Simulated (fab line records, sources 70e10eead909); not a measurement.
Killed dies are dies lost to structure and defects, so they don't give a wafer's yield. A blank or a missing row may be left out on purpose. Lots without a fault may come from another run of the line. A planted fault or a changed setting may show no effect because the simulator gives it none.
A struck lot beside a sound one | flow nand_harc | 38 steps out of a route of 1302
Sound: wafers L615.3, L615.4, L615.6. Struck: wafers L616.2, L616.3, L616.5. The cause comes at the end.
At each step with rows: each side's tool, then ch and its chambers, then its first start. Under that, the readings that differ: sound wafers | struck wafers | difference of the means | sigmas: that difference in standard deviations of wafers without a fault.
alike: readings whose means differ by less than 2 such deviations, and words and numbers that are the same on both sides. not compared: withheld readings, readings that some wafer has no value for, bounds like >300 that may hide the same value, and numbers for which the record gives no deviation and whose values overlap.
The two part at a step that has a row with sigmas, a row that says differs or no value, or rows on one side only. Numbers that don't overlap but have no deviation are shown without sigmas and don't part them. A reading that every wafer of one side lacks parts them only if that side has two wafers or more.

NHARC_A_SLIT_ETCH_26: etches the open film in C4F8/O2/Ar, time 90 s, target depth 400 nm.
  sound on har_etch-02 ch 0,1, day 20 10:44; struck on har_etch-02 ch 0,1, day 21 03:49
  alike: drypump_motor_current_A, oes_air_line_au, showerhead_plenum_p_Torr, throttle_valve_pct
  not compared: rf_hours_counter_h
then, 5 steps without rows for these wafers: NHARC_A_SLIT_STRIP_28 (strips in O2/COS); NHARC_A_SLIT_ETCH_29 (etches the open film in CF4/O2, target depth 100 nm, overetch 10 nm, time 55 s); NHARC_A_SLIT_STRIP_18 (strips in O2); NHARC_A_SLIT_PRECLEAN_19 (cleans in SC1); NHARC_A_SLIT_SRD_20.
NHARC_A_SLIT_CD_MEAS_21:
  sound on cd_sem-01, day 20 12:06; struck on cd_sem-02, day 21 05:14
  alike: cd_nm
then, 3 steps without rows for these wafers: NHARC_A_SIN_REMOVE_WET_00 (chemistry H3PO4, time 15300 s); NHARC_A_SIN_REMOVE_PRECLEAN_01 (cleans in SC1); NHARC_A_SIN_REMOVE_SRD_02.
NHARC_A_SIN_REMOVE_INSPECT_04:
  sound on defect_inspect-02, day 20 18:31; struck on defect_inspect-01, day 21 11:50
  alike: raw_defect_count
NHARC_A_WL_FILL_ALD_00: deposits Al2O3, target thk 3 nm, pulse time 3 s, ald cycles 30.
  sound on ald_hk-04 ch 0,2,3, day 20 18:38; struck on ald_hk-04 ch 0,1,2, day 21 11:58
  no value came back on the struck wafers for ald_cycles, heater_power_outer_w (W), heater_power_w (W), precursor_pulse_height_rel; on the sound wafers ald_cycles reads 30 30 30
then, 1 step without rows for these wafers: NHARC_A_WL_FILL_RTA_01 (time 5 s).
NHARC_A_WL_FILL_ALD_02: deposits TiN, target thk 2 nm, pulse time 3 s, ald cycles 100.
  sound on ald_metal-01 ch 0,2,3, day 20 19:06; struck on ald_metal-03 ch 1,3, day 21 12:26
  alike: heater_power_outer_w, heater_power_w, precursor_pulse_height_rel
NHARC_A_WL_FILL_CVD_03: deposits W, target thk 40 nm, time 279 s.
  sound on cvd_w-01 ch 0,1, day 20 19:36; struck on cvd_w-02 ch 0,1, day 21 12:58
  alike: heater_power_outer_w, heater_power_w, mfc_h2_sccm, mfc_wf6_sccm, throttle_valve_pct
then, 1 step without rows for these wafers: NHARC_A_WL_FILL_ETCHBACK_04 (etches the open film in NF3, target depth 60 nm, time 120 s).
NHARC_A_WL_FILL_ETCHBACK_05: etches the open film in Cl2/BCl3, target depth 22 nm, time 60 s.
  sound on rie_metal-02 ch 0,1, day 20 20:08; struck on rie_metal-02 ch 0,1, day 21 13:32
  alike: drypump_motor_current_A, oes_product_au
  not compared: rf_hours_counter_h
then, 6 steps without rows for these wafers: NHARC_A_WL_FILL_STRIP_27 (strips in N2/H2, time 20 s); NHARC_A_WL_FILL_STRIP_28 (strips in post etch residue remover, time 1200 s); NHARC_A_WL_FILL_PRECLEAN_06 (cleans in DIW, time 300 s); NHARC_A_WL_FILL_SRD_07; NHARC_A_WL_FILL_ANNEAL_08 (time 1800 s); NHARC_A_WL_FILL_ALD_10 (deposits SiO2, target thk 50 nm, pulse time 10 s, ald cycles 500).
NHARC_A_WL_FILL_ETCHBACK_16: etches the open film in C4F8/O2/Ar, target depth 120 nm, time 24 s.
  sound on rie_diel-04 ch 0,3; struck on rie_diel-03 ch 1,2,3
  reading               | sound             | struck            | difference | sigmas
  oes_product_au (a.u.) | 0.910 0.919 0.931 | 1.002 1.013 1.001 | +0.085     | +3
  alike: rf_vpp_V
  not compared: rf_hours_counter_h
then, 12 steps without rows for these wafers: NHARC_A_WL_FILL_STRIP_29 (strips in O2, time 20 s); NHARC_A_WL_FILL_ETCHBACK_17 (etches the open film in Cl2/BCl3, target depth 4 nm, time 26.7 s); NHARC_A_WL_FILL_PRECLEAN_18 (cleans in dHF, time 30 s); NHARC_A_WL_FILL_SRD_21; NHARC_A_WL_FILL_CVD_23 (deposits poly-Si, target thk 40 nm, time 800 s); NHARC_A_WL_FILL_ETCHBACK_26 (etches the open film in HBr, target depth 52 nm, time 13.3 s); NHARC_A_WL_FILL_PRECLEAN_30 (cleans in dHF, time 10 s); NHARC_A_WL_FILL_SRD_14; NHARC_A_WL_FILL_ALD_19 (deposits TiN, target thk 2 nm, pulse time 3 s, ald cycles 100); NHARC_A_WL_FILL_CVD_20 (deposits W, target thk 100 nm, time 74 s); NHARC_A_WL_FILL_CMP_12 (polishes, t overpolish 30 s, target thk 100 nm); NHARC_A_WL_FILL_SRD_31.
-- the record jumps here: 4 days lie between the struck wafers' starts before and after (it left off in module A_WL_FILL and takes up again in module END, whose first step shown is number 1301 of the route) --
NHARC_END_WLT_00:
  sound on prober-02, day 24 18:30; struck on prober-01, day 25 22:05
  reading                           | sound             | struck            | difference | sigmas
  VT_DECK1_BOTTOM                   | 0.864 0.854 0.868 | 6.057 5.992 5.977 | +5.147     | +99 or more
  VT_DECK1_BOTTOM_INNER             | 0.870 0.861 0.861 | 5.946 6.013 6.005 | +5.124     | +99 or more
  VT_DECK1_MEDIAN_NEAR_BOTTOM       | 0.869 0.864 0.867 | 6.034 6.014 5.968 | +5.139     | +99 or more
  VT_DECK1_MEDIAN_NEAR_BOTTOM_INNER | 0.861 0.858 0.862 | 6.049 6.053 5.996 | +5.172     | +99 or more
  VT_DECK1_MIDDLE                   | 0.874 0.871 0.881 | 6.038 6.044 5.983 | +5.146     | +99 or more
  VT_DECK1_MIDDLE_INNER             | 0.883 0.875 0.873 | 5.983 6.076 5.971 | +5.133     | +99 or more
  VT_DECK1_TOP                      | 0.885 0.888 0.887 | 5.985 5.972 6.002 | +5.100     | +99 or more
  VT_DECK1_TOP_INNER                | 0.883 0.887 0.892 | 5.967 5.991 6.008 | +5.101     | +99 or more
  VT_DECK2_BOTTOM                   | 0.871 0.860 0.866 | 5.979 6.002 6.007 | +5.130     | +99 or more
  VT_DECK2_BOTTOM_INNER             | 0.864 0.864 0.862 | 5.990 5.954 6.003 | +5.119     | +99 or more
  VT_DECK2_MEDIAN_NEAR_BOTTOM       | 0.858 0.864 0.867 | 5.954 6.002 5.992 | +5.120     | +99 or more
  VT_DECK2_MEDIAN_NEAR_BOTTOM_INNER | 0.863 0.867 0.866 | 5.987 5.990 5.978 | +5.120     | +99 or more
  VT_DECK2_MIDDLE                   | 0.881 0.873 0.878 | 5.967 5.989 5.999 | +5.108     | +99 or more
  VT_DECK2_MIDDLE_INNER             | 0.879 0.878 0.877 | 6.038 6.018 5.973 | +5.132     | +99 or more
  VT_DECK2_TOP                      | 0.896 0.883 0.893 | 6.033 5.993 6.006 | +5.120     | +99 or more
  VT_DECK2_TOP_INNER                | 0.887 0.895 0.885 | 6.018 5.984 6.014 | +5.116     | +99 or more
  not compared: hold
NHARC_END_SORT_01:
  the record has rows for the sound wafers here (prober-02 ch 0, day 24 22:05) and none for the struck ones

WHERE THEY PART
First at NHARC_A_WL_FILL_ALD_00; last, within this record, at NHARC_END_SORT_01.

WHY: what the simulator had put in
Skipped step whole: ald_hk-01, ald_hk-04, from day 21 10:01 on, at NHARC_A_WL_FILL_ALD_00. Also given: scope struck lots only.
